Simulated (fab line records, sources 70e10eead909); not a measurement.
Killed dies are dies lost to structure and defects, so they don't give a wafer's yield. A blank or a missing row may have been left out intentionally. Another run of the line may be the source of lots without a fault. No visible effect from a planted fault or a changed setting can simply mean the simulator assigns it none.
fab line records / flow nand_harc
[record] lots = 13 wafers = 39 last_day = 24
route steps=1159 shown A_CHANNEL_HOLE_D1@451 THIN_TSV@1121 END@1159
lots with no fault: from the same line, run without faults
start_h: hours from the record's opening day to when the first of the lot's shown wafers began / wait_h: hours since the lot's step before / " repeats the value in the row above / L1.1+2: one row covering several wafers at once / - no value, or no start was given / * or withheld: withheld / < > ~ a bound
route shown NAME@n: names a module that has steps shown in the file, with the first one's number in the route / usual: mean and standard deviation over wafers with no fault / same: alike in all rows / chamber/n: place in a boat / sites: readings site by site / _std_site: standard deviation across them / _edge_site: the outer-site mean with the inner-site mean subtracted / radius_mm: how far each site lies from the wafer's centre / mask NAME#n: copy n / behind: the tool/chamber that last shaped the wafer / hold: what put the lot on hold/how long, in hours/how the hold closed / device: transistor that didn't switch, given as n, p or np / end of line: tests run on the same wafers once the route is complete / for a step that has no rows: nothing shown but its recipe / killed: at the first sort, the dies lost to defects and structure; wafer yield is something else / map: per-die view of a wafer (x killed, . not killed, _ where there is no die)
set.NAME: the setting as run; set.NAME@STEP: as run at that earlier step / model.NAME: the simulator's own value behind a step, which no gauge read
a sample of lots followed through the steps of the route, with each step as a table and each wafer as a row
services: from which hour (start_h, from the record's first day; less than 0 if before it) a tool's chamber was out of use, for how many hours, and why
[[steps]]
[step NHARC_A_CHANNEL_HOLE_D1_DEP_01]
[recipe] target_thk_a = 1400 target_thk_nm = 140 temp_c = 400 pressure_torr = 3.5 flow_sccm = 200 rf_w = 350 material = SiON
[usual] heater_power_w = 753/72
lot.wafer=L902.2 tool=pecvd-02 chamber=1 start_h=189.79 wait_h=1.3 heater_power_w=779
lot.wafer=L902.4 tool=pecvd-02 chamber=1 start_h=189.79 wait_h=1.3 heater_power_w=798
lot.wafer=L902.6 tool=pecvd-02 chamber=0 start_h=189.79 wait_h=1.3 heater_power_w=742
lot.wafer=L903.1 tool=pecvd-04 chamber=0 start_h=190.61 wait_h=1.6 heater_power_w=755
lot.wafer=L903.5 tool=pecvd-04 chamber=0 start_h=190.61 wait_h=1.6 heater_power_w=745
lot.wafer=L903.6 tool=pecvd-04 chamber=2 start_h=190.61 wait_h=1.6 heater_power_w=530
lot.wafer=L904.1 tool=pecvd-02 chamber=1 start_h=197.94 wait_h=1.6 heater_power_w=694
lot.wafer=L904.2 tool=pecvd-02 chamber=2 start_h=197.94 wait_h=1.6 heater_power_w=796
lot.wafer=L904.6 tool=pecvd-02 chamber=1 start_h=197.94 wait_h=1.6 heater_power_w=715
lot.wafer=L905.1 tool=pecvd-01 chamber=0 start_h=197.97 wait_h=1.6 heater_power_w=758
lot.wafer=L905.2 tool=pecvd-01 chamber=1 start_h=197.97 wait_h=1.6 heater_power_w=738
lot.wafer=L905.3 tool=pecvd-01 chamber=2 start_h=197.97 wait_h=1.6 heater_power_w=847
lot.wafer=L908.1 tool=pecvd-01 chamber=2 start_h=218.57 wait_h=1.6 heater_power_w=788
lot.wafer=L908.3 tool=pecvd-01 chamber=1 start_h=218.57 wait_h=1.6 heater_power_w=821
lot.wafer=L908.6 tool=pecvd-01 chamber=1 start_h=218.57 wait_h=1.6 heater_power_w=795
lot.wafer=L906.2 tool=pecvd-02 chamber=0 start_h=219.50 wait_h=1.3 heater_power_w=801
lot.wafer=L906.6 tool=pecvd-02 chamber=0 start_h=219.50 wait_h=1.3 heater_power_w=812
lot.wafer=L906.5 tool=pecvd-02 chamber=2 start_h=219.50 wait_h=1.3 heater_power_w=743
lot.wafer=L909.6 tool=pecvd-01 chamber=2 start_h=229.99 wait_h=0.1 heater_power_w=829
lot.wafer=L909.4 tool=pecvd-01 chamber=0 start_h=229.99 wait_h=0.1 heater_power_w=807
lot.wafer=L909.5 tool=pecvd-01 chamber=1 start_h=229.99 wait_h=0.1 heater_power_w=803
lot.wafer=L911.2 tool=pecvd-04 chamber=0 start_h=247.79 wait_h=1.3 heater_power_w=771
lot.wafer=L911.4 tool=pecvd-04 chamber=0 start_h=247.79 wait_h=1.3 heater_power_w=750
lot.wafer=L911.6 tool=pecvd-04 chamber=2 start_h=247.79 wait_h=1.3 heater_power_w=564
lot.wafer=L915.3 tool=pecvd-04 chamber=2 start_h=264.19 wait_h=1.0 heater_power_w=642
lot.wafer=L915.6 tool=pecvd-04 chamber=2 start_h=264.19 wait_h=1.0 heater_power_w=635
lot.wafer=L915.4 tool=pecvd-04 chamber=0 start_h=264.19 wait_h=1.0 heater_power_w=665
lot.wafer=L913.1 tool=pecvd-04 chamber=1 start_h=265.62 wait_h=1.7 heater_power_w=803
lot.wafer=L913.4 tool=pecvd-04 chamber=0 start_h=265.62 wait_h=1.7 heater_power_w=763
lot.wafer=L913.6 tool=pecvd-04 chamber=1 start_h=265.62 wait_h=1.7 heater_power_w=662
lot.wafer=L916.1 tool=pecvd-01 chamber=2 start_h=269.71 wait_h=1.6 heater_power_w=840
lot.wafer=L916.6 tool=pecvd-01 chamber=2 start_h=269.71 wait_h=1.6 heater_power_w=870
lot.wafer=L916.5 tool=pecvd-01 chamber=1 start_h=269.71 wait_h=1.6 heater_power_w=771
lot.wafer=L923.3 tool=pecvd-02 chamber=1 start_h=302.86 wait_h=1.0 heater_power_w=792
lot.wafer=L923.5 tool=pecvd-02 chamber=0 start_h=302.86 wait_h=1.0 heater_power_w=712
lot.wafer=L923.6 tool=pecvd-02 chamber=1 start_h=302.86 wait_h=1.0 heater_power_w=762
lot.wafer=L922.3 tool=pecvd-01 chamber=2 start_h=304.77 wait_h=1.0 heater_power_w=869
lot.wafer=L922.4 tool=pecvd-01 chamber=0 start_h=304.77 wait_h=1.0 heater_power_w=786
lot.wafer=L922.6 tool=pecvd-01 chamber=1 start_h=304.77 wait_h=1.0 heater_power_w=851
[step NHARC_THIN_TSV_CD_MEAS_16]
[usual] cd_nm = 1000.0/1.5
lot.wafer=L903.1 tool=cd_sem-02 chamber=- start_h=431.18 wait_h=0.1 cd_nm=1000.7
lot.wafer=L903.5 tool=cd_sem-02 chamber=- start_h=431.18 wait_h=0.1 cd_nm=1001.5
lot.wafer=L903.6 tool=cd_sem-02 chamber=- start_h=431.18 wait_h=0.1 cd_nm=1001.0
lot.wafer=L905.1 tool=cd_sem-02 chamber=- start_h=432.43 wait_h=0.1 cd_nm=998.8
lot.wafer=L905.2 tool=cd_sem-02 chamber=- start_h=432.43 wait_h=0.1 cd_nm=999.4
lot.wafer=L905.3 tool=cd_sem-02 chamber=- start_h=432.43 wait_h=0.1 cd_nm=1000.4
lot.wafer=L904.1 tool=cd_sem-03 chamber=- start_h=433.59 wait_h=0.1 cd_nm=996.7
lot.wafer=L904.2 tool=cd_sem-03 chamber=- start_h=433.59 wait_h=0.1 cd_nm=999.2
lot.wafer=L904.6 tool=cd_sem-03 chamber=- start_h=433.59 wait_h=0.1 cd_nm=999.1
lot.wafer=L902.2 tool=cd_sem-03 chamber=- start_h=439.02 wait_h=0.1 cd_nm=1000.6
lot.wafer=L902.4 tool=cd_sem-03 chamber=- start_h=439.02 wait_h=0.1 cd_nm=998.0
lot.wafer=L902.6 tool=cd_sem-03 chamber=- start_h=439.02 wait_h=0.1 cd_nm=998.6
lot.wafer=L906.2 tool=cd_sem-02 chamber=- start_h=458.66 wait_h=0.1 cd_nm=996.9
lot.wafer=L906.5 tool=cd_sem-02 chamber=- start_h=458.66 wait_h=0.1 cd_nm=999.3
lot.wafer=L906.6 tool=cd_sem-02 chamber=- start_h=458.66 wait_h=0.1 cd_nm=999.1
lot.wafer=L908.1 tool=cd_sem-01 chamber=- start_h=468.45 wait_h=0.1 cd_nm=999.0
lot.wafer=L908.3 tool=cd_sem-01 chamber=- start_h=468.45 wait_h=0.1 cd_nm=1002.8
lot.wafer=L908.6 tool=cd_sem-01 chamber=- start_h=468.45 wait_h=0.1 cd_nm=998.3
lot.wafer=L909.4 tool=cd_sem-01 chamber=- start_h=487.89 wait_h=0.1 cd_nm=998.4
lot.wafer=L909.5 tool=cd_sem-01 chamber=- start_h=487.89 wait_h=0.1 cd_nm=998.5
lot.wafer=L909.6 tool=cd_sem-01 chamber=- start_h=487.89 wait_h=0.1 cd_nm=999.2
lot.wafer=L911.2 tool=cd_sem-02 chamber=- start_h=494.43 wait_h=0.1 cd_nm=999.2
lot.wafer=L911.4 tool=cd_sem-02 chamber=- start_h=494.43 wait_h=0.1 cd_nm=998.1
lot.wafer=L911.6 tool=cd_sem-02 chamber=- start_h=494.43 wait_h=0.1 cd_nm=997.2
lot.wafer=L915.3 tool=cd_sem-01 chamber=- start_h=520.15 wait_h=0.1 cd_nm=999.5
lot.wafer=L915.4 tool=cd_sem-01 chamber=- start_h=520.15 wait_h=0.1 cd_nm=999.5
lot.wafer=L915.6 tool=cd_sem-01 chamber=- start_h=520.15 wait_h=0.1 cd_nm=999.2
lot.wafer=L913.1 tool=cd_sem-01 chamber=- start_h=521.52 wait_h=0.1 cd_nm=999.5
lot.wafer=L913.6 tool=cd_sem-01 chamber=- start_h=521.52 wait_h=0.1 cd_nm=997.2
lot.wafer=L916.1 tool=cd_sem-01 chamber=- start_h=528.96 wait_h=0.1 cd_nm=1002.6
lot.wafer=L916.5 tool=cd_sem-01 chamber=- start_h=528.96 wait_h=0.1 cd_nm=999.9
lot.wafer=L916.6 tool=cd_sem-01 chamber=- start_h=528.96 wait_h=0.1 cd_nm=999.9
lot.wafer=L923.3 tool=cd_sem-01 chamber=- start_h=559.14 wait_h=0.1 cd_nm=999.9
lot.wafer=L923.5 tool=cd_sem-01 chamber=- start_h=559.14 wait_h=0.1 cd_nm=1000.1
lot.wafer=L923.6 tool=cd_sem-01 chamber=- start_h=559.14 wait_h=0.1 cd_nm=997.8
lot.wafer=L922.3 tool=cd_sem-01 chamber=- start_h=563.07 wait_h=0.1 cd_nm=1000.3
lot.wafer=L922.4 tool=cd_sem-01 chamber=- start_h=563.07 wait_h=0.1 cd_nm=999.8
lot.wafer=L922.6 tool=cd_sem-01 chamber=- start_h=563.07 wait_h=0.1 cd_nm=998.0
[step NHARC_THIN_TSV_PVD_19]
[recipe] target_thk_a = 200 chamber_pressure_pa = 5 material = TaN
[usual] throttle_valve_pct = 30.4/1.1
lot.wafer=L903.1 tool=pvd_sputter-03 chamber=- start_h=- wait_h=- throttle_valve_pct=29.9
lot.wafer=L903.5 tool=pvd_sputter-03 chamber=- start_h=- wait_h=- throttle_valve_pct=30.2
lot.wafer=L903.6 tool=pvd_sputter-03 chamber=- start_h=- wait_h=- throttle_valve_pct=28.7
lot.wafer=L905.3 tool=pvd_sputter-01 chamber=- start_h=- wait_h=- throttle_valve_pct=31.9
lot.wafer=L905.1 tool=pvd_sputter-01 chamber=- start_h=- wait_h=- throttle_valve_pct=29.6
lot.wafer=L905.2 tool=pvd_sputter-01 chamber=- start_h=- wait_h=- throttle_valve_pct=30.7
lot.wafer=L904.2 tool=pvd_sputter-01 chamber=- start_h=- wait_h=- throttle_valve_pct=30.9
lot.wafer=L904.1 tool=pvd_sputter-01 chamber=- start_h=- wait_h=- throttle_valve_pct=31.0
lot.wafer=L904.6 tool=pvd_sputter-01 chamber=- start_h=- wait_h=- throttle_valve_pct=31.0
lot.wafer=L902.4 tool=pvd_sputter-02 chamber=- start_h=- wait_h=- throttle_valve_pct=30.3
lot.wafer=L902.2 tool=pvd_sputter-02 chamber=- start_h=- wait_h=- throttle_valve_pct=28.0
lot.wafer=L902.6 tool=pvd_sputter-02 chamber=- start_h=- wait_h=- throttle_valve_pct=30.3
lot.wafer=L906.2 tool=pvd_sputter-01 chamber=- start_h=- wait_h=- throttle_valve_pct=29.5
lot.wafer=L906.6 tool=pvd_sputter-01 chamber=- start_h=- wait_h=- throttle_valve_pct=31.3
lot.wafer=L906.5 tool=pvd_sputter-01 chamber=- start_h=- wait_h=- throttle_valve_pct=29.6
lot.wafer=L908.1 tool=pvd_sputter-01 chamber=- start_h=- wait_h=- throttle_valve_pct=30.8
lot.wafer=L908.3 tool=pvd_sputter-01 chamber=- start_h=- wait_h=- throttle_valve_pct=31.4
lot.wafer=L908.6 tool=pvd_sputter-01 chamber=- start_h=- wait_h=- throttle_valve_pct=31.2
lot.wafer=L909.4 tool=pvd_sputter-02 chamber=- start_h=- wait_h=- throttle_valve_pct=28.1
lot.wafer=L909.5 tool=pvd_sputter-02 chamber=- start_h=- wait_h=- throttle_valve_pct=29.9
lot.wafer=L909.6 tool=pvd_sputter-02 chamber=- start_h=- wait_h=- throttle_valve_pct=27.7
lot.wafer=L911.2 tool=pvd_sputter-03 chamber=- start_h=- wait_h=- throttle_valve_pct=29.0
lot.wafer=L911.4 tool=pvd_sputter-03 chamber=- start_h=- wait_h=- throttle_valve_pct=30.8
lot.wafer=L911.6 tool=pvd_sputter-03 chamber=- start_h=- wait_h=- throttle_valve_pct=31.4
lot.wafer=L915.4 tool=pvd_sputter-03 chamber=- start_h=- wait_h=- throttle_valve_pct=30.8
lot.wafer=L915.3 tool=pvd_sputter-03 chamber=- start_h=- wait_h=- throttle_valve_pct=31.2
lot.wafer=L915.6 tool=pvd_sputter-03 chamber=- start_h=- wait_h=- throttle_valve_pct=29.0
lot.wafer=L913.1 tool=pvd_sputter-02 chamber=- start_h=- wait_h=- throttle_valve_pct=27.6
lot.wafer=L913.6 tool=pvd_sputter-02 chamber=- start_h=- wait_h=- throttle_valve_pct=30.9
lot.wafer=L916.1 tool=pvd_sputter-01 chamber=- start_h=- wait_h=- throttle_valve_pct=32.0
lot.wafer=L916.6 tool=pvd_sputter-01 chamber=- start_h=- wait_h=- throttle_valve_pct=32.0
lot.wafer=L916.5 tool=pvd_sputter-01 chamber=- start_h=- wait_h=- throttle_valve_pct=28.9
lot.wafer=L923.3 tool=pvd_sputter-02 chamber=- start_h=- wait_h=- throttle_valve_pct=27.9
lot.wafer=L923.5 tool=pvd_sputter-02 chamber=- start_h=- wait_h=- throttle_valve_pct=30.3
lot.wafer=L923.6 tool=pvd_sputter-02 chamber=- start_h=- wait_h=- throttle_valve_pct=27.6
lot.wafer=L922.3 tool=pvd_sputter-03 chamber=- start_h=- wait_h=- throttle_valve_pct=30.9
lot.wafer=L922.4 tool=pvd_sputter-03 chamber=- start_h=- wait_h=- throttle_valve_pct=29.0
lot.wafer=L922.6 tool=pvd_sputter-03 chamber=- start_h=- wait_h=- throttle_valve_pct=31.5
[step NHARC_THIN_TSV_STRIP_56]
[recipe] power_w = 1500 temp_c = 250 chemistry = O2
[usual] drypump_motor_current_A = 5.8/0.5 heater_power_w = 333/24
lot.wafer=L903.1 tool=plasma_asher-02 chamber=0 start_h=437.25 wait_h=0.1 drypump_motor_current_A=5.2 heater_power_w=299 rf_hours_counter_h=20
lot.wafer=L903.6 tool=plasma_asher-02 chamber=0 start_h=437.25 wait_h=0.1 drypump_motor_current_A=5.2 heater_power_w=301 rf_hours_counter_h=-
lot.wafer=L903.5 tool=plasma_asher-02 chamber=1 start_h=437.25 wait_h=0.1 drypump_motor_current_A=6.4 heater_power_w=355 rf_hours_counter_h=-
lot.wafer=L905.2 tool=plasma_asher-01 chamber=0 start_h=438.49 wait_h=0.2 drypump_motor_current_A=5.4 heater_power_w=303 rf_hours_counter_h=58
lot.wafer=L905.1 tool=plasma_asher-01 chamber=1 start_h=438.49 wait_h=0.2 drypump_motor_current_A=6.1 heater_power_w=380 rf_hours_counter_h=58
lot.wafer=L905.3 tool=plasma_asher-01 chamber=0 start_h=438.49 wait_h=0.2 drypump_motor_current_A=5.4 heater_power_w=308 rf_hours_counter_h=-
lot.wafer=L904.2 tool=plasma_asher-02 chamber=0 start_h=439.66 wait_h=0.1 drypump_motor_current_A=5.2 heater_power_w=304 rf_hours_counter_h=22
lot.wafer=L904.1 tool=plasma_asher-02 chamber=1 start_h=439.66 wait_h=0.1 drypump_motor_current_A=6.4 heater_power_w=334 rf_hours_counter_h=22
lot.wafer=L904.6 tool=plasma_asher-02 chamber=1 start_h=439.66 wait_h=0.1 drypump_motor_current_A=6.4 heater_power_w=344 rf_hours_counter_h=-
lot.wafer=L902.2 tool=plasma_asher-01 chamber=1 start_h=444.96 wait_h=0.2 drypump_motor_current_A=6.1 heater_power_w=378 rf_hours_counter_h=61
lot.wafer=L902.4 tool=plasma_asher-01 chamber=0 start_h=444.96 wait_h=0.2 drypump_motor_current_A=5.4 heater_power_w=305 rf_hours_counter_h=-
lot.wafer=L902.6 tool=plasma_asher-01 chamber=0 start_h=444.96 wait_h=0.2 drypump_motor_current_A=5.4 heater_power_w=305 rf_hours_counter_h=-
lot.wafer=L906.2 tool=plasma_asher-02 chamber=1 start_h=464.23 wait_h=0.1 drypump_motor_current_A=6.4 heater_power_w=342 rf_hours_counter_h=31
lot.wafer=L906.6 tool=plasma_asher-02 chamber=0 start_h=464.23 wait_h=0.1 drypump_motor_current_A=5.2 heater_power_w=302 rf_hours_counter_h=-
lot.wafer=L906.5 tool=plasma_asher-02 chamber=1 start_h=464.23 wait_h=0.1 drypump_motor_current_A=6.4 heater_power_w=344 rf_hours_counter_h=-
lot.wafer=L908.1 tool=plasma_asher-01 chamber=0 start_h=474.26 wait_h=0.1 drypump_motor_current_A=5.4 heater_power_w=332 rf_hours_counter_h=3
lot.wafer=L908.3 tool=plasma_asher-01 chamber=0 start_h=474.26 wait_h=0.1 drypump_motor_current_A=5.3 heater_power_w=328 rf_hours_counter_h=-
lot.wafer=L908.6 tool=plasma_asher-01 chamber=0 start_h=474.26 wait_h=0.1 drypump_motor_current_A=5.4 heater_power_w=343 rf_hours_counter_h=-
lot.wafer=L909.4 tool=plasma_asher-01 chamber=0 start_h=493.76 wait_h=0.4 drypump_motor_current_A=5.4 heater_power_w=332 rf_hours_counter_h=-
lot.wafer=L909.5 tool=plasma_asher-01 chamber=0 start_h=493.76 wait_h=0.4 drypump_motor_current_A=5.4 heater_power_w=322 rf_hours_counter_h=-
lot.wafer=L909.6 tool=plasma_asher-01 chamber=1 start_h=493.76 wait_h=0.4 drypump_motor_current_A=6.2 heater_power_w=350 rf_hours_counter_h=-
lot.wafer=L911.2 tool=plasma_asher-01 chamber=0 start_h=499.97 wait_h=0.1 drypump_motor_current_A=5.4 heater_power_w=330 rf_hours_counter_h=12
lot.wafer=L911.4 tool=plasma_asher-01 chamber=0 start_h=499.97 wait_h=0.1 drypump_motor_current_A=5.3 heater_power_w=326 rf_hours_counter_h=-
lot.wafer=L911.6 tool=plasma_asher-01 chamber=0 start_h=499.97 wait_h=0.1 drypump_motor_current_A=5.4 heater_power_w=327 rf_hours_counter_h=-
lot.wafer=L915.4 tool=plasma_asher-02 chamber=1 start_h=525.86 wait_h=0.3 drypump_motor_current_A=6.4 heater_power_w=345 rf_hours_counter_h=-
lot.wafer=L915.3 tool=plasma_asher-02 chamber=0 start_h=525.86 wait_h=0.3 drypump_motor_current_A=5.2 heater_power_w=308 rf_hours_counter_h=-
lot.wafer=L915.6 tool=plasma_asher-02 chamber=0 start_h=525.86 wait_h=0.3 drypump_motor_current_A=5.3 heater_power_w=302 rf_hours_counter_h=-
lot.wafer=L913.1 tool=plasma_asher-01 chamber=1 start_h=527.26 wait_h=0.1 drypump_motor_current_A=6.1 heater_power_w=348 rf_hours_counter_h=22
lot.wafer=L913.6 tool=plasma_asher-01 chamber=1 start_h=527.26 wait_h=0.1 drypump_motor_current_A=6.1 heater_power_w=344 rf_hours_counter_h=-
lot.wafer=L916.1 tool=plasma_asher-01 chamber=1 start_h=534.92 wait_h=0.1 drypump_motor_current_A=6.1 heater_power_w=349 rf_hours_counter_h=25
lot.wafer=L916.5 tool=plasma_asher-01 chamber=1 start_h=534.92 wait_h=0.1 drypump_motor_current_A=6.1 heater_power_w=351 rf_hours_counter_h=-
lot.wafer=L916.6 tool=plasma_asher-01 chamber=0 start_h=534.92 wait_h=0.1 drypump_motor_current_A=5.3 heater_power_w=334 rf_hours_counter_h=-
lot.wafer=L923.3 tool=plasma_asher-02 chamber=0 start_h=564.85 wait_h=0.2 drypump_motor_current_A=5.2 heater_power_w=293 rf_hours_counter_h=-
lot.wafer=L923.6 tool=plasma_asher-02 chamber=0 start_h=564.85 wait_h=0.2 drypump_motor_current_A=5.3 heater_power_w=299 rf_hours_counter_h=-
lot.wafer=L923.5 tool=plasma_asher-02 chamber=1 start_h=564.85 wait_h=0.2 drypump_motor_current_A=6.4 heater_power_w=366 rf_hours_counter_h=-
lot.wafer=L922.4 tool=plasma_asher-02 chamber=0 start_h=569.01 wait_h=0.2 drypump_motor_current_A=5.3 heater_power_w=299 rf_hours_counter_h=-
lot.wafer=L922.3 tool=plasma_asher-02 chamber=1 start_h=569.01 wait_h=0.2 drypump_motor_current_A=6.4 heater_power_w=359 rf_hours_counter_h=-
lot.wafer=L922.6 tool=plasma_asher-02 chamber=1 start_h=569.01 wait_h=0.2 drypump_motor_current_A=6.4 heater_power_w=356 rf_hours_counter_h=-
[step NHARC_END_SORT_01]
[recipe] temp_c = 25
[usual] killed_at_array = 31/12 killed_at_other = 0.6/0.85 killed_at_periphery = 3.0/2.3 killed_dies = 35/12 killed_open = 3.2/1.9 killed_short = 1.8/1.4
[same] gross_dies = 677
lot.wafer=L913.1 tool=prober-02 chamber=0 start_h=541.51 wait_h=2.5 killed_at_array=46 killed_at_other=0 killed_at_periphery=1 killed_dies=47 killed_open=5 killed_short=2
lot.wafer=L913.4 tool=prober-02 chamber=0 start_h=543.91 wait_h=3.4 killed_at_array=673 killed_at_other=1 killed_at_periphery=3 killed_dies=677 killed_open=3 killed_short=3
lot.wafer=L913.6 tool=prober-02 chamber=0 start_h=545.50 wait_h=4.0 killed_at_array=38 killed_at_other=1 killed_at_periphery=2 killed_dies=41 killed_open=5 killed_short=1
// killed by level:class
L913.1 A_SLIT:chamber_film_flake=16 A_CHANNEL_HOLE_D1:chamber_film_flake=12 A_STAIRCASE:chamber_film_flake=6 A_CONTACT:geometric_particle:open=3 A_CONTACT:geometric_particle:short=2 A_ZERO_WELL:chamber_film_flake=2 A_CONTACT:chamber_film_flake=2 A_ONON_D1:geometric_particle:open=1
L913.4 A_CHANNEL_HOLE_D1:area_dep=644 A_SLIT:chamber_film_flake=13 A_STAIRCASE:chamber_film_flake=5 A_CHANNEL_HOLE_D1:chamber_film_flake=4 A_CONTACT:chamber_film_flake=2 P_GATE:geometric_particle:open=1 P_CONTACT:geometric_particle:short=1 P_M0:geometric_particle:open=1
L913.6 A_SLIT:chamber_film_flake=17 A_CHANNEL_HOLE_D1:chamber_film_flake=8 A_STAIRCASE:chamber_film_flake=6 A_CONTACT:chamber_film_flake=2 P_STI:geometric_particle:short=1 A_ONON_D1:geometric_particle:open=1 A_CHANNEL_FILL_D1:geometric_particle:open=1 A_SGD_CUT:geometric_particle:open=1
[[services]]
tool=plasma_asher-02 chamber=- start_h=183.65 hours=9.0 kind=pm
tool=pecvd-04 chamber=- start_h=195.80 hours=13.0 kind=pm
tool=plasma_asher-02 chamber=- start_h=232.42 hours=1.0 kind=repair
tool=pecvd-02 chamber=2 start_h=233.49 hours=16.3 kind=repair
tool=pecvd-01 chamber=- start_h=237.38 hours=13.0 kind=pm
tool=pvd_sputter-03 chamber=- start_h=245.39 hours=2.3 kind=repair
tool=plasma_asher-01 chamber=- start_h=276.00 hours=9.0 kind=pm
tool=pvd_sputter-03 chamber=- start_h=280.00 hours=10.0 kind=pm
tool=pecvd-01 chamber=- start_h=280.01 hours=0.6 kind=repair
tool=pecvd-02 chamber=1 start_h=318.95 hours=13.3 kind=repair
tool=pecvd-02 chamber=- start_h=334.89 hours=13.0 kind=pm
tool=pvd_sputter-01 chamber=- start_h=336.00 hours=10.0 kind=pm
tool=pvd_sputter-01 chamber=- start_h=359.55 hours=0.5 kind=repair
tool=plasma_asher-02 chamber=- start_h=360.65 hours=9.0 kind=pm
tool=pvd_sputter-03 chamber=- start_h=363.58 hours=2.4 kind=repair
tool=pecvd-04 chamber=- start_h=376.80 hours=13.0 kind=pm
tool=pecvd-04 chamber=- start_h=391.06 hours=0.7 kind=repair
tool=plasma_asher-02 chamber=- start_h=395.19 hours=6.6 kind=repair
tool=pecvd-01 chamber=- start_h=418.57 hours=13.0 kind=pm
tool=pecvd-01 chamber=0 start_h=451.17 hours=19.6 kind=repair
tool=plasma_asher-01 chamber=- start_h=453.00 hours=9.0 kind=pm
tool=plasma_asher-02 chamber=- start_h=492.45 hours=3.6 kind=repair
tool=pvd_sputter-01 chamber=- start_h=514.04 hours=10.0 kind=pm
tool=plasma_asher-02 chamber=- start_h=537.65 hours=9.0 kind=pm
[[key]]
[first_sign] step = NHARC_END_SORT_01 reading = killed_dies direction = up sigmas = 56 usual = 35 struck = 677
[effect] step = NHARC_END_SORT_01 reading = killed_at_array direction = up sigmas = 55 usual = 31 struck = 673
[more_kills_born_at] NHARC_A_CHANNEL_HOLE_D1_DEP_01@pecvd-04 = 644
met_at NHARC_A_CHANNEL_HOLE_D1_DEP_01
struck_lots L913
struck_wafers L913.4
later_rows_left_out L913.4
tester_left_out L913
not_acting_at NHARC_THIN_TSV_CD_MEAS_16,NHARC_THIN_TSV_PVD_19,NHARC_THIN_TSV_STRIP_56
onset_between 264.19 265.62
[fault] kind = process_parameter_drift tool = pecvd-04 chamber = 0 onset_h = 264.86 steps = NHARC_A_CHANNEL_HOLE_D1_DEP_01 channel = target_thk_a offset = * shape = step end_h = 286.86 acts_in = * stated = *
// tester_left_out: of these lots the tester's yield and bins aren't shown, on N5 and GAA mostly nor the transistor test; their killed dies are dies lost to structure and defects alone, not to doping, threshold or leakage, so they don't give the yield
// later_rows_left_out: the simulator's readings of these wafers behind a module that went badly wrong aren't trusted and aren't shown, but for the sort
